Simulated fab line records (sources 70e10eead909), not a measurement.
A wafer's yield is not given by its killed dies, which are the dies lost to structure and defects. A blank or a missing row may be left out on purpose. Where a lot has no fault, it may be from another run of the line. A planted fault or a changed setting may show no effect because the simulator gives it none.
Matching of chambers / flow nand-harc / rie-diel-11 running NHARC_A_M1_STRIP_18: 4 sister chambers
The step strips in N2/H2. 4 wafers are shown with their chamber, then 8 later ones without.

WAFERS WITH THEIR CHAMBER
wafer=L318.3; chamber=2; oes-product-au (a.u.)=0.995
wafer=L324.2; chamber=0; oes-product-au (a.u.)=0.972
wafer=L324.3; chamber=3; oes-product-au (a.u.)=1.021
wafer=L327.1; chamber=1; oes-product-au (a.u.)=0.974

WAFERS WHOSE CHAMBER IS MISSING
wafer=L327.3; oes-product-au (a.u.)=0.989
wafer=L327.4; oes-product-au (a.u.)=0.990
wafer=L328.3; oes-product-au (a.u.)=0.992
wafer=L328.5; oes-product-au (a.u.)=0.979
wafer=L328.6; oes-product-au (a.u.)=0.983
wafer=L330.2; oes-product-au (a.u.)=0.991
wafer=L330.3; oes-product-au (a.u.)=1.030
wafer=L330.4; oes-product-au (a.u.)=1.002

CHAMBER TAKEN BY EACH
wafer=L327.3; from the rows above=can't be placed: 2 or 1 or 0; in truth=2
wafer=L327.4; from the rows above=can't be placed: 2 or 1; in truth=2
wafer=L328.3; from the rows above=2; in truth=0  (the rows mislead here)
wafer=L328.5; from the rows above=can't be placed: 1 or 0 or 2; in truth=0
wafer=L328.6; from the rows above=can't be placed: 1 or 0 or 2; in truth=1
wafer=L330.2; from the rows above=2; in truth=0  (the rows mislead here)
wafer=L330.3; from the rows above=3; in truth=3
wafer=L330.4; from the rows above=can't be placed: 2 or 3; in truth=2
Placed correctly: 1 of 8. Cannot be placed on the basis of these rows: 5; the candidates contain the true chamber in 5. 2 placed wrongly.
How it was worked out, from the rows above alone: a wafer's distance from a chamber is the root of the sum, over the readings, of the square of ((its reading less the chamber's mean) divided by the reading's scatter). The wafer belongs to the nearest chamber; if the next one is less than 2 further off, it can't be placed. Each chamber's mean is taken over the wafers shown for it. The scatter: with one shown wafer a chamber, the root of the mean of the squares of how far each hidden wafer lies from its nearest shown one.
